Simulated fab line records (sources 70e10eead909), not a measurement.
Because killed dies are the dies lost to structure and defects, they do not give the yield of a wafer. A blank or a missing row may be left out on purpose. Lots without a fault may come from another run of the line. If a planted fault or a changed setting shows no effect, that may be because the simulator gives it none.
Matching of chambers :: flow nand harc :: ald hk-03 running NHARC_A_CHANNEL_FILL_D2_ALD_16: 4 sister chambers
The step deposits SiO2, target thk 1.5 nm, pulse time 10 s, ald cycles 15. 20 wafers are shown with their chamber, then 10 later ones without.

## WAFERS, EACH WITH ITS CHAMBER
wafer: L074.2
chamber: 3
heater power w (W): 469
precursor pulse height rel: 1.048

wafer: L074.5
chamber: 3
heater power w (W): 460
precursor pulse height rel: 0.985

wafer: L074.6
chamber: 2
heater power w (W): 438
precursor pulse height rel: 1.004

wafer: L078.2
chamber: 1
heater power w (W): 501
precursor pulse height rel: 0.975

wafer: L078.3
chamber: 2
heater power w (W): 447
precursor pulse height rel: 0.999

wafer: L078.6
chamber: 1
heater power w (W): 495
precursor pulse height rel: 1.010

wafer: L081.2
chamber: 0
heater power w (W): 475
precursor pulse height rel: 0.976

wafer: L081.3
chamber: 1
heater power w (W): 497
precursor pulse height rel: 1.005

wafer: L081.5
chamber: 1
heater power w (W): 500
precursor pulse height rel: 0.984

wafer: L075.1
chamber: 0
heater power w (W): 454
precursor pulse height rel: 0.981

wafer: L075.2
chamber: 3
heater power w (W): 484
precursor pulse height rel: 1.002

wafer: L075.3
chamber: 2
heater power w (W): 439
precursor pulse height rel: 0.998

wafer: L080.1
chamber: 0
heater power w (W): 469
precursor pulse height rel: 0.975

wafer: L080.3
chamber: 1
heater power w (W): 517
precursor pulse height rel: 0.973

wafer: L080.5
chamber: 3
heater power w (W): 455
precursor pulse height rel: 0.969

wafer: L082.1
chamber: 1
heater power w (W): 494
precursor pulse height rel: 1.002

wafer: L082.2
chamber: 3
heater power w (W): 469
precursor pulse height rel: 1.000

wafer: L082.4
chamber: 2
heater power w (W): 442
precursor pulse height rel: 0.960

wafer: L083.1
chamber: 0
heater power w (W): 485
precursor pulse height rel: 0.994

wafer: L083.2
chamber: 2
heater power w (W): 485
precursor pulse height rel: 1.014

SIGNATURES (averages over the wafers above)
reading: heater power w
chamber 0: 470.75
chamber 1: 500.67
chamber 2: 450.20
chamber 3: 467.40
scatter within a chamber: 13.5

reading: precursor pulse height rel
chamber 0: 0.98150
chamber 1: 0.99150
chamber 2: 0.99500
chamber 3: 1.00080
scatter within a chamber: 0.0205
Rule: for a wafer and a chamber, the distance is found by dividing, reading by reading, the gap between the wafer's reading and the chamber's mean by the reading's scatter, squaring, summing and taking the root. If the next closest chamber is less than 2 further off than the closest, the wafer can't be placed; otherwise it belongs to the closest. How the scatter is found: for the shown wafers, subtract from each reading the mean of its chamber, square and add these, divide the total by (wafers less chambers), then take the root.

## WAFERS WITH NO CHAMBER GIVEN
wafer: L083.6
heater power w (W): 497
precursor pulse height rel: 1.056

wafer: L091.1
heater power w (W): 482
precursor pulse height rel: 1.003

wafer: L091.2
heater power w (W): 485
precursor pulse height rel: 1.008

wafer: L091.3
heater power w (W): 447
precursor pulse height rel: 0.978

wafer: L091.4
heater power w (W): 465
precursor pulse height rel: 1.028

wafer: L091.5
heater power w (W): 492
precursor pulse height rel: 0.987

wafer: L091.6
heater power w (W): 474
precursor pulse height rel: 1.000

wafer: L097.1
heater power w (W): 439
precursor pulse height rel: 0.995

wafer: L097.3
heater power w (W): 483
precursor pulse height rel: 0.993

wafer: L097.6
heater power w (W): 453
precursor pulse height rel: 0.970

## THE CHAMBER EACH PASSED THROUGH
wafer: L083.6
from the rows above: can't be placed: 1 or 3 or 0 or 2
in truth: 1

wafer: L091.1
from the rows above: can't be placed: 3 or 0 or 1 or 2
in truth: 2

wafer: L091.2
from the rows above: can't be placed: 3 or 1 or 0 or 2
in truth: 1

wafer: L091.3
from the rows above: can't be placed: 2 or 0 or 3
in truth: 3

wafer: L091.4
from the rows above: can't be placed: 3 or 2 or 0 or 1
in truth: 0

wafer: L091.5
from the rows above: can't be placed: 1 or 0 or 3
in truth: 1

wafer: L091.6
from the rows above: can't be placed: 3 or 0 or 2 or 1
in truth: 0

wafer: L097.1
from the rows above: can't be placed: 2 or 3 or 0
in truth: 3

wafer: L097.3
from the rows above: can't be placed: 0 or 3 or 1 or 2
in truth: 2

wafer: L097.6
from the rows above: can't be placed: 2 or 0 or 3
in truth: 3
0 of 10 placed correctly. Can't be placed from these rows: 10 (the true chamber is among the candidates in 10). Wrongly placed: 0.
